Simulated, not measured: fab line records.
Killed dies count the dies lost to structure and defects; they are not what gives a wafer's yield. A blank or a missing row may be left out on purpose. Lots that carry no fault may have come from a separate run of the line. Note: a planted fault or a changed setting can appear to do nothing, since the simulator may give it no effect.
Lot-split experiment / flow n5-finfet / 21 wafers read across 7 lots, on a route 1938 steps long

== THE SPLIT ITSELF ==
At N5_BEOL_M5_PECVD_70 (deposits SiO2 from TEOS/O2, target thk 16 nm, time 18 s), the setting temp-c was moved away from the recipe's 400 C on 6 of the 21 wafers read, by -1.6% to +4.3%. This setting was run at the recipe's value on the other wafers.

The split's own step is where the reading is taken.

== THE READING ==
SiO2_of_BEOL_M5_PECVD_70.thk-nm (the simulator's own value, which no gauge read), in nm, at N5_BEOL_M5_PECVD_70 (deposits SiO2 from TEOS/O2, target thk 16 nm, time 18 s). There is no usual value for it anywhere in the file. Average 15.9 nm, standard deviation 0.33 nm, over the 15 wafers here run with the recipe.

wafer=L076.3; tool, chamber at the split=pecvd-02, 2; temp-c as run, C=400; against the recipe=recipe; SiO2_of_BEOL_M5_PECVD_70.thk-nm, nm=16.2; against lot-mates on the recipe=-
wafer=L076.4; tool, chamber at the split=pecvd-02, 2; temp-c as run, C=400; against the recipe=recipe; SiO2_of_BEOL_M5_PECVD_70.thk-nm, nm=16.4; against lot-mates on the recipe=-
wafer=L076.6; tool, chamber at the split=pecvd-02, 0; temp-c as run, C=400; against the recipe=recipe; SiO2_of_BEOL_M5_PECVD_70.thk-nm, nm=16.6; against lot-mates on the recipe=-
wafer=L075.1; tool, chamber at the split=pecvd-02, 1; temp-c as run, C=417.4; against the recipe=+4.3%; SiO2_of_BEOL_M5_PECVD_70.thk-nm, nm=14.2; against lot-mates on the recipe=-1.6
wafer=L075.2; tool, chamber at the split=pecvd-02, 0; temp-c as run, C=400; against the recipe=recipe; SiO2_of_BEOL_M5_PECVD_70.thk-nm, nm=15.8; against lot-mates on the recipe=-
wafer=L075.5; tool, chamber at the split=pecvd-02, 1; temp-c as run, C=417.4; against the recipe=+4.3%; SiO2_of_BEOL_M5_PECVD_70.thk-nm, nm=14.4; against lot-mates on the recipe=-1.4
wafer=L082.1; tool, chamber at the split=pecvd-04, 1; temp-c as run, C=393.5; against the recipe=-1.6%; SiO2_of_BEOL_M5_PECVD_70.thk-nm, nm=16.2; against lot-mates on the recipe=+0.4
wafer=L082.4; tool, chamber at the split=pecvd-04, 2; temp-c as run, C=393.5; against the recipe=-1.6%; SiO2_of_BEOL_M5_PECVD_70.thk-nm, nm=16.8; against lot-mates on the recipe=+1.0
wafer=L082.6; tool, chamber at the split=pecvd-04, 1; temp-c as run, C=400; against the recipe=recipe; SiO2_of_BEOL_M5_PECVD_70.thk-nm, nm=15.8; against lot-mates on the recipe=-
wafer=L084.1; tool, chamber at the split=pecvd-02, 2; temp-c as run, C=400; against the recipe=recipe; SiO2_of_BEOL_M5_PECVD_70.thk-nm, nm=16; against lot-mates on the recipe=-
wafer=L084.3; tool, chamber at the split=pecvd-02, 0; temp-c as run, C=409.4; against the recipe=+2.3%; SiO2_of_BEOL_M5_PECVD_70.thk-nm, nm=15; against lot-mates on the recipe=-1.0
wafer=L084.4; tool, chamber at the split=pecvd-02, 1; temp-c as run, C=409.4; against the recipe=+2.3%; SiO2_of_BEOL_M5_PECVD_70.thk-nm, nm=15.2; against lot-mates on the recipe=-0.8
wafer=L086.2; tool, chamber at the split=pecvd-03, 0,1; temp-c as run, C=400; against the recipe=recipe; SiO2_of_BEOL_M5_PECVD_70.thk-nm, nm=15.6; against lot-mates on the recipe=-
wafer=L086.3; tool, chamber at the split=pecvd-03, 0,1; temp-c as run, C=400; against the recipe=recipe; SiO2_of_BEOL_M5_PECVD_70.thk-nm, nm=15.6; against lot-mates on the recipe=-
wafer=L086.6; tool, chamber at the split=pecvd-03, 0; temp-c as run, C=400; against the recipe=recipe; SiO2_of_BEOL_M5_PECVD_70.thk-nm, nm=16; against lot-mates on the recipe=-
wafer=L091.3; tool, chamber at the split=pecvd-04, 1; temp-c as run, C=400; against the recipe=recipe; SiO2_of_BEOL_M5_PECVD_70.thk-nm, nm=15.4; against lot-mates on the recipe=-
wafer=L091.4; tool, chamber at the split=pecvd-04, 0; temp-c as run, C=400; against the recipe=recipe; SiO2_of_BEOL_M5_PECVD_70.thk-nm, nm=16; against lot-mates on the recipe=-
wafer=L091.6; tool, chamber at the split=pecvd-04, 2; temp-c as run, C=400; against the recipe=recipe; SiO2_of_BEOL_M5_PECVD_70.thk-nm, nm=15.8; against lot-mates on the recipe=-
wafer=L096.1; tool, chamber at the split=pecvd-04, 0; temp-c as run, C=400; against the recipe=recipe; SiO2_of_BEOL_M5_PECVD_70.thk-nm, nm=15.4; against lot-mates on the recipe=-
wafer=L096.4; tool, chamber at the split=pecvd-04, 0; temp-c as run, C=400; against the recipe=recipe; SiO2_of_BEOL_M5_PECVD_70.thk-nm, nm=16; against lot-mates on the recipe=-
wafer=L096.5; tool, chamber at the split=pecvd-04, 2; temp-c as run, C=400; against the recipe=recipe; SiO2_of_BEOL_M5_PECVD_70.thk-nm, nm=15.8; against lot-mates on the recipe=-
The file does not say which wafer passed through which chamber wherever a row lists several chambers: such a row stands for several wafers.

THE FIT
A straight line over all 21 wafers: SiO2_of_BEOL_M5_PECVD_70.thk-nm changes by -0.362 nm for each +1% of temp-c; r = -0.88; the points scatter about the line by 0.31 nm.
The same after taking each lot's own level away (the mean of its wafers on the recipe; 21 wafers): -0.364 nm for each +1%; r = -0.94; scatter 0.21 nm.
According to that fit, moving temp-c by its largest amount changes the reading by 1.6 nm.
The span of the lots' own levels, 15.73 to 16.40 nm, comes to 2.0 times the standard deviation stated above.
Hence the lot-to-lot level has little effect on the slope; both slopes agree.
Check: for one of the wafers moved furthest among these (+4.3%), held out of the fit, the line's prediction against its lot-mates is -1.55 nm. Against them it came out at -1.6 nm.

== THESE WAFERS: OTHER SPLITS ==
Before the reading, these wafers also passed through other splits. Each is held against what the fit with the lots' levels taken away leaves over:
other split on the same wafers=N5_BEOL_M0_SAQP_PECVD_04 time-s; wafers away from the commonest value=6; r with SiO2_of_BEOL_M5_PECVD_70.thk-nm (lot level and that fit taken away)=-0.19
other split on the same wafers=N5_BEOL_M0_ETCH_138 source-w; wafers away from the commonest value=5; r with SiO2_of_BEOL_M5_PECVD_70.thk-nm (lot level and that fit taken away)=-0.26
other split on the same wafers=N5_BEOL_M1_COAT_22 spin-rpm; wafers away from the commonest value=7; r with SiO2_of_BEOL_M5_PECVD_70.thk-nm (lot level and that fit taken away)=+0.03
other split on the same wafers=N5_BEOL_M2_SPUTTER_94 time-s; wafers away from the commonest value=7; r with SiO2_of_BEOL_M5_PECVD_70.thk-nm (lot level and that fit taken away)=+0.08
other split on the same wafers=N5_BEOL_M3_PECVD_72 temp-c; wafers away from the commonest value=8; r with SiO2_of_BEOL_M5_PECVD_70.thk-nm (lot level and that fit taken away)=+0.02
other split on the same wafers=N5_BEOL_M3_COAT_73 temp-c; wafers away from the commonest value=11; r with SiO2_of_BEOL_M5_PECVD_70.thk-nm (lot level and that fit taken away)=-0.06
other split on the same wafers=N5_BEOL_M4_COAT_22 spin-rpm; wafers away from the commonest value=5; r with SiO2_of_BEOL_M5_PECVD_70.thk-nm (lot level and that fit taken away)=+0.03
other split on the same wafers=N5_BEOL_M4_DESCUM_33 time-s; wafers away from the commonest value=8; r with SiO2_of_BEOL_M5_PECVD_70.thk-nm (lot level and that fit taken away)=+0.05

== THE FILE'S OWN FIT ==
SiO2_of_BEOL_M5_PECVD_70.thk-nm changes by -0.361 nm for each +1% of temp-c, r = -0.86.
